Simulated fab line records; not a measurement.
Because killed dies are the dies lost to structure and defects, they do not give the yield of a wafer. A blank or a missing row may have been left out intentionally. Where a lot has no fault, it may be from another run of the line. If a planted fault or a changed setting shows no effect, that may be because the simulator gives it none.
A lot that was struck, set against a sound lot / flow nand-harc / 15 out of 1159 route steps
Sound: the wafers L230.1, L230.3, L230.6. Struck: wafers L238.1, L238.3. (L238.5 of the same lot was not struck and is left out.) The cause comes at the end.
Each step with rows lists, per side, the tool, then ch with its chambers, then its first start. Under that, the readings that differ: sound wafers / struck wafers / difference of the means / sigmas: that difference in standard deviations of wafers without a fault.
alike: words and numbers the same on both sides, and readings whose means are apart by under 2 such deviations; not compared: readings that were withheld, readings missing a value for some wafer, numbers with overlapping values and no deviation given by the record, and bounds like >300 which may hide the same value.
The two part at a step that has a row with sigmas, a row that says differs or no value, or rows on one side only. Non-overlapping numbers with no deviation appear without sigmas and do not part them. Lack of a reading on every wafer of one side parts them only where that side has two or more wafers.

first, 8 steps without rows for these wafers: NHARC_THIN_TSV_DEHYDRATE_25 (time 120 s); NHARC_THIN_TSV_HMDS_26 (time 30 s); NHARC_THIN_TSV_COAT_27; NHARC_THIN_TSV_SOFTBAKE_28 (time 95 s); NHARC_THIN_TSV_EBR_29; NHARC_THIN_TSV_EXPOSE_30 (exposes mask PAD); NHARC_THIN_TSV_PEB_31 (peb time 85 s); NHARC_THIN_TSV_DEVELOP_32 (time 70 s).
NHARC_THIN_TSV_CD_MEAS_33 targets a cd of 5000 nm.
  sound on cd-sem-03 ch 0, day 19 06:29; struck on cd-sem-03 ch 0, day 21 18:45
  alike: cd-nm
then, 1 step without rows for these wafers: NHARC_THIN_TSV_HARDBAKE_34 (time 80 s).
NHARC_THIN_TSV_DESCUM_35: chemistry O2, time 3 s.
  sound on rie-diel-01 ch 0,3, day 19 06:39; struck on rie-diel-12 ch 2,3, day 21 18:56
  alike: drypump-motor-current-A, oes-product-au, rf-vpp-V, showerhead-plenum-p-Torr, throttle-valve-pct
  not compared: rf-hours-counter-h
NHARC_THIN_TSV_ETCH_59: etches the open film in Cl2/BCl3, target depth 880 nm, time 138.1 s.
  sound on rie-metal-02 ch 0,1, day 19 06:49; struck on rie-metal-03 ch 0,1, day 21 19:06
  alike: bias-w, drypump-motor-current-A, oes-product-au, run-length-s, throttle-valve-pct
  not compared: rf-hours-counter-h
NHARC_THIN_TSV_ETCH_36: etches the open film in Cl2/BCl3, target depth 65 nm, time 18.571 s.
  sound on rie-metal-02 ch 0,1, day 19 07:03; struck on rie-metal-03 ch 0, day 21 19:20
reading=run-length-s (s); sound=39.4 39.8 39.7; struck=34.9 35.3; difference=-4.5; sigmas=-11
  alike: drypump-motor-current-A, oes-product-au
  not compared: rf-hours-counter-h
NHARC_THIN_TSV_STRIP_56: strips in O2.
  sound on plasma-asher-02 ch 0,1, day 19 07:11; struck on plasma-asher-02 ch 0, day 21 19:28
  alike: drypump-motor-current-A, heater-power-w
  not compared: rf-hours-counter-h
NHARC_END_SORT_01:
  here the record holds rows for the struck wafers (prober-01 ch 0, day 22 01:53) but none for the sound ones

## WHERE THEY PART
First at NHARC_THIN_TSV_ETCH_36; last, within this record, at NHARC_END_SORT_01.

WHY: whatever the simulator had introduced
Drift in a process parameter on rie-metal-03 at NHARC_THIN_TSV_ETCH_36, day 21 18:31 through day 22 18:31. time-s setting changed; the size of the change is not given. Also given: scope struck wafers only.
